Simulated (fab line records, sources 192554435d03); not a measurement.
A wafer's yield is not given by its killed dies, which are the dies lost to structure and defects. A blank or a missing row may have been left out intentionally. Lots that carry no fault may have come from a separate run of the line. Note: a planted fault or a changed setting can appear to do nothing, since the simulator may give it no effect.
Chamber matching / flow n5-finfet / rie-diel-04 running N5_BEOL_M11_STRIP_19: 4 sister chambers
The step strips in O2. 16 wafers are shown with their chamber, then 8 later ones without.

== WAFERS WITH THEIR CHAMBER ==
wafer=L077.2; chamber=3; showerhead-plenum-p-Torr (Torr)=2.08; drypump-motor-current-A (A)=5.8; throttle-valve-pct (%)=17.26
wafer=L077.5; chamber=2; showerhead-plenum-p-Torr (Torr)=2.17; drypump-motor-current-A (A)=5.8; throttle-valve-pct (%)=16.49
wafer=L077.6; chamber=1; showerhead-plenum-p-Torr (Torr)=2.05; drypump-motor-current-A (A)=6.0; throttle-valve-pct (%)=16.39
wafer=L080.1; chamber=2; showerhead-plenum-p-Torr (Torr)=2.17; drypump-motor-current-A (A)=5.7; throttle-valve-pct (%)=16.47
wafer=L080.2; chamber=3; showerhead-plenum-p-Torr (Torr)=2.08; drypump-motor-current-A (A)=6.0; throttle-valve-pct (%)=17.26
wafer=L080.4; chamber=1; showerhead-plenum-p-Torr (Torr)=2.05; drypump-motor-current-A (A)=6.1; throttle-valve-pct (%)=16.41
wafer=L079.1; chamber=0; showerhead-plenum-p-Torr (Torr)=2.00; drypump-motor-current-A (A)=4.7; throttle-valve-pct (%)=17.00
wafer=L079.3; chamber=2; showerhead-plenum-p-Torr (Torr)=2.17; drypump-motor-current-A (A)=5.7; throttle-valve-pct (%)=16.47
wafer=L079.5; chamber=2; showerhead-plenum-p-Torr (Torr)=2.17; drypump-motor-current-A (A)=5.8; throttle-valve-pct (%)=16.50
wafer=L082.1; chamber=0; showerhead-plenum-p-Torr (Torr)=2.00; drypump-motor-current-A (A)=4.7; throttle-valve-pct (%)=16.98
wafer=L082.2; chamber=1; showerhead-plenum-p-Torr (Torr)=2.05; drypump-motor-current-A (A)=6.1; throttle-valve-pct (%)=16.43
wafer=L082.3; chamber=3; showerhead-plenum-p-Torr (Torr)=2.08; drypump-motor-current-A (A)=6.0; throttle-valve-pct (%)=17.26
wafer=L090.2; chamber=3; showerhead-plenum-p-Torr (Torr)=2.08; drypump-motor-current-A (A)=6.0; throttle-valve-pct (%)=16.84
wafer=L090.5; chamber=1; showerhead-plenum-p-Torr (Torr)=2.04; drypump-motor-current-A (A)=6.0; throttle-valve-pct (%)=16.44
wafer=L090.6; chamber=2; showerhead-plenum-p-Torr (Torr)=2.16; drypump-motor-current-A (A)=5.7; throttle-valve-pct (%)=16.54
wafer=L091.1; chamber=0; showerhead-plenum-p-Torr (Torr)=1.99; drypump-motor-current-A (A)=4.7; throttle-valve-pct (%)=17.00

SIGNATURES, as means of the wafers listed above
reading=showerhead-plenum-p-Torr; chamber 0=1.9967; chamber 1=2.0475; chamber 2=2.1680; chamber 3=2.0800; scatter within a chamber=0.0043
reading=drypump-motor-current-A; chamber 0=4.700; chamber 1=6.050; chamber 2=5.740; chamber 3=5.950; scatter within a chamber=0.0658
reading=throttle-valve-pct; chamber 0=16.9933; chamber 1=16.4175; chamber 2=16.4940; chamber 3=17.1550; scatter within a chamber=0.107
Rule: a wafer lies at a distance from a chamber equal to the root of the sum of squares, over the readings, of (its reading less the chamber's mean, divided by the reading's scatter). If the next closest chamber is less than 2 further off than the closest, the wafer can't be placed; otherwise it belongs to the closest. The scatter: take each reading less its chamber's mean, square it, sum over the shown wafers, divide by the number of wafers less the number of chambers, and take the root.

== WAFERS WITHOUT THEIR CHAMBER ==
wafer=L091.2; showerhead-plenum-p-Torr (Torr)=2.04; drypump-motor-current-A (A)=6.1; throttle-valve-pct (%)=16.46
wafer=L091.6; showerhead-plenum-p-Torr (Torr)=1.99; drypump-motor-current-A (A)=4.7; throttle-valve-pct (%)=17.02
wafer=L093.2; showerhead-plenum-p-Torr (Torr)=2.04; drypump-motor-current-A (A)=6.1; throttle-valve-pct (%)=16.47
wafer=L093.4; showerhead-plenum-p-Torr (Torr)=2.16; drypump-motor-current-A (A)=5.7; throttle-valve-pct (%)=16.56
wafer=L093.5; showerhead-plenum-p-Torr (Torr)=2.04; drypump-motor-current-A (A)=6.1; throttle-valve-pct (%)=16.46
wafer=L097.1; showerhead-plenum-p-Torr (Torr)=2.03; drypump-motor-current-A (A)=6.1; throttle-valve-pct (%)=16.49
wafer=L097.3; showerhead-plenum-p-Torr (Torr)=2.07; drypump-motor-current-A (A)=5.9; throttle-valve-pct (%)=16.87
wafer=L097.5; showerhead-plenum-p-Torr (Torr)=2.16; drypump-motor-current-A (A)=5.8; throttle-valve-pct (%)=16.55

== EACH ONE'S CHAMBER ==
wafer=L091.2; from the rows above=1; in truth=1
wafer=L091.6; from the rows above=0; in truth=0
wafer=L093.2; from the rows above=1; in truth=1
wafer=L093.4; from the rows above=2; in truth=2
wafer=L093.5; from the rows above=1; in truth=1
wafer=L097.1; from the rows above=1; in truth=1
wafer=L097.3; from the rows above=3; in truth=3
wafer=L097.5; from the rows above=2; in truth=2
Correctly placed: 8 of 8. Number that these rows cannot place: 0. Wrongly placed: 0.
